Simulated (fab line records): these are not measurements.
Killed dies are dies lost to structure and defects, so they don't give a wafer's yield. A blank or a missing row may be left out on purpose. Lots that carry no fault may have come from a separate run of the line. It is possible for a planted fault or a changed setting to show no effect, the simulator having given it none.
Which tool did it? | flow n5-finfet | 72 wafers from 24 lots sampled at 3 of the route's 1938 steps

== WHAT THE GAUGES SHOWED, per wafer ==
N5_WELL_APT_INSPECT_38: inspects for defects (darkfield).
lot  | measured    | on                | raw-defect-count
L074 | day 1 17:08 | defect-inspect-02 | 14 16 12
L075 | day 1 23:02 | defect-inspect-02 | 18 21 18
L076 | day 2 04:58 | defect-inspect-01 | 14 13 16
L077 | day 2 11:01 | defect-inspect-02 | 13 14 20
L078 | day 2 16:57 | defect-inspect-02 | 18 17 22
L079 | day 2 23:21 | defect-inspect-02 | 8 20 10
L080 | day 3 05:13 | defect-inspect-01 | 20 12 14
L081 | day 3 10:50 | defect-inspect-01 | 6 6 7
L082 | day 3 16:53 | defect-inspect-01 | 15 10 28
L083 | day 3 23:05 | defect-inspect-02 | 13 17 18
L084 | day 4 05:18 | defect-inspect-01 | 12 23 21
L085 | day 4 11:44 | defect-inspect-02 | 19 23 14
L086 | day 4 17:41 | defect-inspect-02 | 11 18 19
L087 | day 4 23:31 | defect-inspect-01 | 10 11 10
L088 | day 5 05:32 | defect-inspect-01 | 12 7 20
L089 | day 5 11:10 | defect-inspect-02 | 13 17 10
L090 | day 5 16:55 | defect-inspect-01 | 15 17 14
L091 | day 5 23:18 | defect-inspect-02 | 14 14 7
L092 | day 6 04:51 | defect-inspect-02 | 20 17 23
L093 | day 6 11:46 | defect-inspect-02 | 6 10 3
L094 | day 6 17:56 | defect-inspect-01 | 15 16 12
L095 | day 6 22:44 | defect-inspect-01 | 8 12 9
L096 | day 7 05:23 | defect-inspect-01 | 14 13 18
L097 | day 7 10:55 | defect-inspect-02 | 14 19 10

N5_FIN_SAQP_THK_MEAS_05.
lot  | measured    | on            | thk-nm (nm)
L074 | day 1 22:23 | film-metro-01 | 38.0 38.3 38.3
L075 | day 2 04:00 | film-metro-02 | 37.7 37.7 38.7
L076 | day 2 10:10 | film-metro-01 | 37.7 38.0 38.6
L077 | day 2 15:30 | film-metro-01 | 37.7 37.7 38.1
L078 | day 2 21:27 | film-metro-01 | 37.3 37.5 38.0
L079 | day 3 03:49 | film-metro-01 | 37.8 38.1 38.0
L080 | day 3 09:51 | film-metro-01 | 38.3 37.9 38.6
L081 | day 3 15:32 | film-metro-01 | 37.1 38.2 37.3
L082 | day 3 21:13 | film-metro-02 | 38.0 37.4 39.0
L083 | day 4 03:29 | film-metro-02 | 36.7 37.9 38.2
L084 | day 4 11:17 | film-metro-01 | 37.3 38.1 38.1
L085 | day 4 18:31 | film-metro-01 | 37.5 37.8 37.9
L086 | day 4 23:23 | film-metro-01 | 37.6 37.8 38.0
L087 | day 5 04:54 | film-metro-02 | 37.5 37.8 38.3
L088 | day 5 11:01 | film-metro-01 | 37.7 38.0 37.7
L089 | day 5 16:43 | film-metro-01 | 37.3 37.2 37.3
L090 | day 5 20:50 | film-metro-01 | 37.5 37.4 38.0
L091 | day 6 04:25 | film-metro-02 | 37.3 38.2 37.9
L092 | day 6 10:07 | film-metro-01 | 37.8 37.6 38.0
L093 | day 6 16:47 | film-metro-01 | 37.9 38.4 38.5
L094 | day 6 21:59 | film-metro-02 | 37.6 38.1 37.8
L095 | day 7 03:05 | film-metro-02 | 37.6 38.3 38.1
L096 | day 7 09:37 | film-metro-01 | 38.3 38.4 38.5
L097 | day 7 15:10 | film-metro-02 | 38.1 38.1 37.5

== TOOL THAT RAN EACH LOT (tool first, then ch and the chambers of the sampled wafers, then the start) ==
lot  | N5_PMOS_HMC_CHANNEL_EPI_EPI_26
L074 | epi-rpcvd-04 ch 0, day 1 21:00
L075 | epi-rpcvd-04 ch 0, day 2 02:54
L076 | epi-rpcvd-02 ch 0, day 2 08:31
L077 | epi-rpcvd-04 ch 0, day 2 14:19
L078 | epi-rpcvd-03 ch 0, day 2 20:02
L079 | epi-rpcvd-02 ch 0, day 3 02:47
L080 | epi-rpcvd-04 ch 0, day 3 08:41
L081 | epi-rpcvd-04 ch 0, day 3 14:14
L082 | epi-rpcvd-04 ch 0, day 3 20:12
L083 | epi-rpcvd-03 ch 0, day 4 02:28
L084 | epi-rpcvd-04 ch 0, day 4 09:09
L085 | epi-rpcvd-04 ch 0, day 4 15:10
L086 | epi-rpcvd-04 ch 0, day 4 21:13
L087 | epi-rpcvd-03 ch 0, day 5 03:20
L088 | epi-rpcvd-04 ch 0, day 5 09:44
L089 | epi-rpcvd-03 ch 0, day 5 15:35
L090 | epi-rpcvd-03 ch 0, day 5 19:50
L091 | epi-rpcvd-04 ch 0, day 6 02:13
L092 | epi-rpcvd-02 ch 0, day 6 08:29
L093 | epi-rpcvd-03 ch 0, day 6 15:14
L094 | epi-rpcvd-04 ch 0, day 6 20:50
L095 | epi-rpcvd-03 ch 0, day 7 01:38
L096 | epi-rpcvd-04 ch 0, day 7 08:18
L097 | epi-rpcvd-03 ch 0, day 7 14:03
- N5_PMOS_HMC_CHANNEL_EPI_EPI_26: deposits Si from SiH4/H2, target thk 3.8 nm, time 22.7 s.

== WHAT THE TOOLS THEMSELVES READ (means of the sampled wafers that have a number; where no wafer has one, the mark that the record gives instead) ==
N5_PMOS_HMC_CHANNEL_EPI_EPI_26.
lot  | tool         | throttle-valve-pct (%)
L074 | epi-rpcvd-04 | 11.0
L075 | epi-rpcvd-04 | 11.0
L076 | epi-rpcvd-02 | 10.4
L077 | epi-rpcvd-04 | 11.0
L078 | epi-rpcvd-03 | 11.6
L079 | epi-rpcvd-02 | 10.5
L080 | epi-rpcvd-04 | 11.2
L081 | epi-rpcvd-04 | 11.1
L082 | epi-rpcvd-04 | 10.9
L083 | epi-rpcvd-03 | 11.6
L084 | epi-rpcvd-04 | 11.1
L085 | epi-rpcvd-04 | 11.1
L086 | epi-rpcvd-04 | 11.1
L087 | epi-rpcvd-03 | 11.7
L088 | epi-rpcvd-04 | 11.2
L089 | epi-rpcvd-03 | 11.6
L090 | epi-rpcvd-03 | 11.7
L091 | epi-rpcvd-04 | 11.1
L092 | epi-rpcvd-02 | 10.6
L093 | epi-rpcvd-03 | 11.5
L094 | epi-rpcvd-04 | 11.1
L095 | epi-rpcvd-03 | 11.6
L096 | epi-rpcvd-04 | 11.2
L097 | epi-rpcvd-03 | 11.5

== THE ANSWER, worked out from the rows above alone ==
Rule: the lots themselves supply what counts as usual. Put in order of their means at a reading, lots are off if they are a third of the lots or fewer, leave a main group of 4 or more, and stand apart from it by a gap of 3 or more times the standard deviation of the main group's means; of several such gaps the widest counts. If all means in a main group match to the digits the tables above print for the reading, that group is not used. Also off: a lot with no number at a reading for which 4 or more lots have one. The other lots that the step has rows for count as sound. Order of review: gauges by route order, followed by the tools' own readings, for which a lot's mean as printed above is used. At the first step where some lot is off, the reading lying furthest off is the one used; lots without a number count as furthest.
No lot is off on any of the readings shown, so nothing can be concluded from this.

== WHAT THE SIMULATOR PUT IN ==
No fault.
